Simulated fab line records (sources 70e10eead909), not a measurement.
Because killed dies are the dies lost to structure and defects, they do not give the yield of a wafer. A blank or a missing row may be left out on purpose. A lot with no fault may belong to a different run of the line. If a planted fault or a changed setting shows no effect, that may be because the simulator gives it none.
Which tool was responsible? || flow nand_harc || 15 lots, 43 wafers sampled, at 2 steps of a route of 1302

## WHAT THE GAUGES READ, wafer by wafer
NHARC_A_CONTACT_CD_MEAS_69 targets a cd of 300 nm.
{"lot": "L369", "measured": "day 21 15:13", "on": "cd_sem-01", "cd_nm (nm)": "300.1 299.9 300.1"}
{"lot": "L372", "measured": "day 22 11:43", "on": "cd_sem-03", "cd_nm (nm)": "299.7 299.5 300.3"}
{"lot": "L370", "measured": "day 22 14:49", "on": "cd_sem-01", "cd_nm (nm)": "300.5 300.5 300.3"}
{"lot": "L373", "measured": "day 23 06:43", "on": "cd_sem-02", "cd_nm (nm)": "300.0 299.5"}
{"lot": "L375", "measured": "day 24 02:24", "on": "cd_sem-03", "cd_nm (nm)": "300.0 300.3 300.3"}
{"lot": "L376", "measured": "day 24 21:56", "on": "cd_sem-03", "cd_nm (nm)": "300.0 300.1"}
{"lot": "L384", "measured": "day 27 11:44", "on": "cd_sem-02", "cd_nm (nm)": "300.1 300.5 299.9"}
{"lot": "L383", "measured": "day 27 12:05", "on": "cd_sem-02", "cd_nm (nm)": "300.0 300.0 300.2"}
{"lot": "L382", "measured": "day 27 15:01", "on": "cd_sem-02", "cd_nm (nm)": "300.2 300.9 301.1"}
{"lot": "L385", "measured": "day 28 10:02", "on": "cd_sem-03", "cd_nm (nm)": "300.3 300.0 300.4"}
{"lot": "L386", "measured": "day 29 23:38", "on": "cd_sem-02", "cd_nm (nm)": "299.7 300.3 300.0"}
{"lot": "L389", "measured": "day 30 09:54", "on": "cd_sem-02", "cd_nm (nm)": "300.4 300.8 300.3"}
{"lot": "L392", "measured": "day 30 17:02", "on": "cd_sem-03", "cd_nm (nm)": "300.2 300.8 300.3"}
{"lot": "L390", "measured": "day 30 18:08", "on": "cd_sem-03", "cd_nm (nm)": "299.8 300.0 299.9"}
{"lot": "L391", "measured": "day 31 07:55", "on": "cd_sem-03", "cd_nm (nm)": "300.5 300.3 300.2"}

## WHICH TOOL RAN EACH LOT (tool, then ch and the chambers of the sampled wafers, then the start)
{"lot": "L369", "NHARC_A_CONTACT_STRIP_55": "rie_diel-01 ch 0,1,3, day 21 15:13 or earlier"}
{"lot": "L372", "NHARC_A_CONTACT_STRIP_55": "rie_diel-05 ch 1,2, day 22 11:43 or earlier"}
{"lot": "L370", "NHARC_A_CONTACT_STRIP_55": "rie_diel-05 ch 0,2,3, day 22 14:49 or earlier"}
{"lot": "L373", "NHARC_A_CONTACT_STRIP_55": "rie_diel-01 ch 0,3, day 23 06:43 or earlier"}
{"lot": "L375", "NHARC_A_CONTACT_STRIP_55": "rie_diel-07 ch 0,1, day 24 02:24 or earlier"}
{"lot": "L376", "NHARC_A_CONTACT_STRIP_55": "rie_diel-01 ch 1,2, day 24 21:56 or earlier"}
{"lot": "L384", "NHARC_A_CONTACT_STRIP_55": "rie_diel-05 ch 1,2, day 27 11:44 or earlier"}
{"lot": "L383", "NHARC_A_CONTACT_STRIP_55": "rie_diel-05 ch 0,1,2, day 27 12:05 or earlier"}
{"lot": "L382", "NHARC_A_CONTACT_STRIP_55": "rie_diel-07 ch 0,1,2, day 27 15:01 or earlier"}
{"lot": "L385", "NHARC_A_CONTACT_STRIP_55": "rie_diel-05 ch 2,3, day 28 10:02 or earlier"}
{"lot": "L386", "NHARC_A_CONTACT_STRIP_55": "rie_diel-07 ch 1,3, day 29 23:38 or earlier"}
{"lot": "L389", "NHARC_A_CONTACT_STRIP_55": "rie_diel-01 ch 0,1,2, day 30 09:54 or earlier"}
{"lot": "L392", "NHARC_A_CONTACT_STRIP_55": "rie_diel-01 ch 1,2, day 30 17:02 or earlier"}
{"lot": "L390", "NHARC_A_CONTACT_STRIP_55": "rie_diel-01 ch 0,1,2, day 30 18:08 or earlier"}
{"lot": "L391", "NHARC_A_CONTACT_STRIP_55": "rie_diel-07 ch 0,1,3, day 31 07:55 or earlier"}
- NHARC_A_CONTACT_STRIP_55: strips in O2.

## WHAT THE TOOLS THEMSELVES READ (means of the sampled wafers that have a number; where no wafer has one, the mark that the record gives instead)
NHARC_A_CONTACT_STRIP_55.
{"lot": "L369", "tool": "rie_diel-01", "drypump_motor_current_A (A)": 5.9, "oes_product_au (a.u.)": 0.997, "rf_vpp_V (V)": 58.2, "showerhead_plenum_p_Torr (Torr)": 3.61, "throttle_valve_pct (%)": 17.047}
{"lot": "L372", "tool": "rie_diel-05", "drypump_motor_current_A (A)": 5.7, "oes_product_au (a.u.)": 0.991, "rf_vpp_V (V)": 57.4, "showerhead_plenum_p_Torr (Torr)": 3.46, "throttle_valve_pct (%)": 17.042}
{"lot": "L370", "tool": "rie_diel-05", "drypump_motor_current_A (A)": 6.2, "oes_product_au (a.u.)": 1.002, "rf_vpp_V (V)": 58.6, "showerhead_plenum_p_Torr (Torr)": 3.54, "throttle_valve_pct (%)": 17.033}
{"lot": "L373", "tool": "rie_diel-01", "drypump_motor_current_A (A)": 5.8, "oes_product_au (a.u.)": 1.000, "rf_vpp_V (V)": 57.1, "showerhead_plenum_p_Torr (Torr)": 3.56, "throttle_valve_pct (%)": 17.050}
{"lot": "L375", "tool": "rie_diel-07", "drypump_motor_current_A (A)": 5.7, "oes_product_au (a.u.)": 0.999, "rf_vpp_V (V)": 58.0, "showerhead_plenum_p_Torr (Torr)": 3.41, "throttle_valve_pct (%)": 17.038}
{"lot": "L376", "tool": "rie_diel-01", "drypump_motor_current_A (A)": 5.9, "oes_product_au (a.u.)": 1.002, "rf_vpp_V (V)": 57.9, "showerhead_plenum_p_Torr (Torr)": 3.58, "throttle_valve_pct (%)": 17.029}
{"lot": "L384", "tool": "rie_diel-05", "drypump_motor_current_A (A)": 5.7, "oes_product_au (a.u.)": 0.998, "rf_vpp_V (V)": 57.6, "showerhead_plenum_p_Torr (Torr)": 3.44, "throttle_valve_pct (%)": 17.032}
{"lot": "L383", "tool": "rie_diel-05", "drypump_motor_current_A (A)": 6.0, "oes_product_au (a.u.)": 0.994, "rf_vpp_V (V)": 57.6, "showerhead_plenum_p_Torr (Torr)": 3.52, "throttle_valve_pct (%)": 17.033}
{"lot": "L382", "tool": "rie_diel-07", "drypump_motor_current_A (A)": 5.5, "oes_product_au (a.u.)": 1.000, "rf_vpp_V (V)": 56.7, "showerhead_plenum_p_Torr (Torr)": 3.39, "throttle_valve_pct (%)": 17.031}
{"lot": "L385", "tool": "rie_diel-05", "drypump_motor_current_A (A)": 6.1, "oes_product_au (a.u.)": 1.001, "rf_vpp_V (V)": 57.5, "showerhead_plenum_p_Torr (Torr)": 3.45, "throttle_valve_pct (%)": 17.033}
{"lot": "L386", "tool": "rie_diel-07", "drypump_motor_current_A (A)": 6.2, "oes_product_au (a.u.)": 1.004, "rf_vpp_V (V)": 58.3, "showerhead_plenum_p_Torr (Torr)": 3.57, "throttle_valve_pct (%)": 17.033}
{"lot": "L389", "tool": "rie_diel-01", "drypump_motor_current_A (A)": 5.9, "oes_product_au (a.u.)": 1.000, "rf_vpp_V (V)": 58.1, "showerhead_plenum_p_Torr (Torr)": 3.62, "throttle_valve_pct (%)": 17.035}
{"lot": "L392", "tool": "rie_diel-01", "drypump_motor_current_A (A)": 5.9, "oes_product_au (a.u.)": 1.002, "rf_vpp_V (V)": 57.7, "showerhead_plenum_p_Torr (Torr)": 3.53, "throttle_valve_pct (%)": 17.042}
{"lot": "L390", "tool": "rie_diel-01", "drypump_motor_current_A (A)": 5.9, "oes_product_au (a.u.)": 1.002, "rf_vpp_V (V)": 57.7, "showerhead_plenum_p_Torr (Torr)": 3.62, "throttle_valve_pct (%)": 17.029}
{"lot": "L391", "tool": "rie_diel-07", "drypump_motor_current_A (A)": 5.8, "oes_product_au (a.u.)": 1.002, "rf_vpp_V (V)": 58.2, "showerhead_plenum_p_Torr (Torr)": 3.62, "throttle_valve_pct (%)": 17.034}

## THE ANSWER, worked out from the rows above alone
Rule: usual is defined by the lots themselves. The widest of any qualifying gaps counts: lots, ordered by their means at a reading, are off when they make up no more than a third of the lots, leave a main group of 4 or more, and stand apart from it by 3 or more times the standard deviation of that group's means. A main group is skipped when, at the precision printed for the reading in the tables above, its means are all equal. Also off: a lot with no number at a reading for which 4 or more lots have one. All remaining lots with rows at the step are treated as sound. Order of review: gauges by route order, followed by the tools' own readings, for which a lot's mean as printed above is used. At the first step where some lot is off, the reading lying furthest off is the one used; lots without a number count as furthest.
No lot is off on any of the readings shown, so nothing can be concluded from this.

## WHAT WAS PUT IN BY THE SIMULATOR
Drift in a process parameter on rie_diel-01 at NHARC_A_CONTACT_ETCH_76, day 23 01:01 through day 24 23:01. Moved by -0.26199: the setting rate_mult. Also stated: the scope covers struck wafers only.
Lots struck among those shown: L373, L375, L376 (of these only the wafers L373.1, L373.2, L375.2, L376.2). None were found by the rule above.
